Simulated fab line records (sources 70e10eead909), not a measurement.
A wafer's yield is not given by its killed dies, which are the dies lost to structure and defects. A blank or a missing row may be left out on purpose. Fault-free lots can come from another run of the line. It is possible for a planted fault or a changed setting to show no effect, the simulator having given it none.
Comparing a struck lot with a sound one + flow nand-harc + 14 out of 1302 route steps
Sound: wafers L443.1, L443.2, L443.4. Wafers struck: L440.2, L440.4, L440.5. Last of all comes the cause.
For every step that has rows: the tool of each side, followed by ch and its chambers, followed by its first start. Under that, the readings that differ: sound wafers + struck wafers + difference of the means + sigmas: that difference in standard deviations of wafers without a fault.
alike: words and numbers the same on both sides, and readings whose means are apart by under 2 such deviations; not compared: readings that were withheld, readings missing a value for some wafer, numbers with overlapping values and no deviation given by the record, and bounds like >300 which may hide the same value.
The two part at a step that has a row with sigmas, a row that says differs or no value, or rows on one side only. Numbers that don't overlap but have no deviation are shown without sigmas and don't part them. Lack of a reading on every wafer of one side parts them only where that side has two or more wafers.

NHARC_A_STAIRCASE_DESCUM_11: chemistry O2, time 3 s.
  sound on rie-diel-05 ch 0,1,2, day 21 11:24; struck on rie-diel-04 ch 0,2,3, day 20 12:40
  alike: drypump-motor-current-A, mfc-ar-sccm, oes-product-au, rf-vpp-V, showerhead-plenum-p-Torr, throttle-valve-pct
  not compared: rf-hours-counter-h
then, 1 step without rows for these wafers: NHARC_A_STAIRCASE_TRIM_12 (chemistry O2, time 211.2 s).
NHARC_A_STAIRCASE_ETCH_13: etches the open film in C4F8/O2, target depth 100 nm, time 40.5 s.
  sound on rie-diel-05 ch 1,2,3; struck on rie-diel-04 ch 1,2,3
  alike: oes-product-au, rf-vpp-V
  not compared: rf-hours-counter-h
then, 1 step without rows for these wafers: NHARC_A_STAIRCASE_TRIM_14 (chemistry O2, time 211.2 s).
NHARC_A_STAIRCASE_ETCH_15: etches the open film in C4F8/O2, target depth 100 nm, time 40.5 s.
  sound on rie-diel-05 ch 1,2,3; struck on rie-diel-04 ch 1,3
  alike: oes-product-au, rf-vpp-V
  not compared: rf-hours-counter-h
NHARC_A_STAIRCASE_TRIM_16: chemistry O2, time 211.2 s.
  sound on rie-diel-05 ch 0,2,3; struck on rie-diel-04 ch 0,1,3
  alike: chamber-pressure-mTorr, drypump-motor-current-A, mfc-ar-sccm, oes-product-au, rf-vpp-V, showerhead-plenum-p-Torr, throttle-valve-pct
  not compared: rf-hours-counter-h
then, 2 steps without rows for these wafers: NHARC_A_STAIRCASE_ETCH_17 (etches the open film in C4F8/O2, target depth 100 nm, time 40.5 s); NHARC_A_STAIRCASE_TRIM_18 (chemistry O2, time 211.2 s).
NHARC_A_STAIRCASE_ETCH_19: etches the open film in C4F8/O2, target depth 100 nm, time 40.5 s.
  sound on rie-diel-05 ch 1,2,3; struck on rie-diel-04 ch 2,3
  alike: oes-product-au, rf-vpp-V
  not compared: rf-hours-counter-h
then, 2 steps without rows for these wafers: NHARC_A_STAIRCASE_TRIM_20 (chemistry O2, time 211.2 s); NHARC_A_STAIRCASE_ETCH_21 (etches the open film in C4F8/O2, target depth 100 nm, time 40.5 s).
NHARC_A_STAIRCASE_TRIM_22: chemistry O2, time 211.2 s.
  sound on rie-diel-11 ch 0,1,3, day 21 13:01; struck on rie-diel-11 ch 1,2, day 20 14:02
  no value came back on the struck wafers for any of 9 readings (bias-w (W), chamber-pressure-mTorr (mTorr) and others); on the sound wafers bias-w (W) reads 0 0 0
then, 1 step without rows for these wafers: NHARC_A_STAIRCASE_ETCH_23 (etches the open film in C4F8/O2, target depth 100 nm, time 40.5 s).
-- the record jumps here: 9 days lie between the struck wafers' starts before and after (it left off in module A_STAIRCASE and takes up again in module END, whose first step shown is number 1302 of the route) --
NHARC_END_SORT_01:
  sound on prober-02 ch 0, day 30 11:01; struck on prober-01 ch 0, day 29 03:11
| reading         | sound    | struck      | difference | sigmas |
|-----------------|----------|-------------|------------|--------|
| killed-at-array | 34 38 47 | 675 669 675 | +633       | +40    |
| killed-dies     | 43 46 54 | 677 677 677 | +629       | +37    |
  alike: killed-at-other, killed-at-periphery, killed-open, killed-short

== WHERE THEY PART ==
Earliest at NHARC_A_STAIRCASE_TRIM_22; latest, in this record, at NHARC_END_SORT_01.

WHY: what had been put in by the simulator
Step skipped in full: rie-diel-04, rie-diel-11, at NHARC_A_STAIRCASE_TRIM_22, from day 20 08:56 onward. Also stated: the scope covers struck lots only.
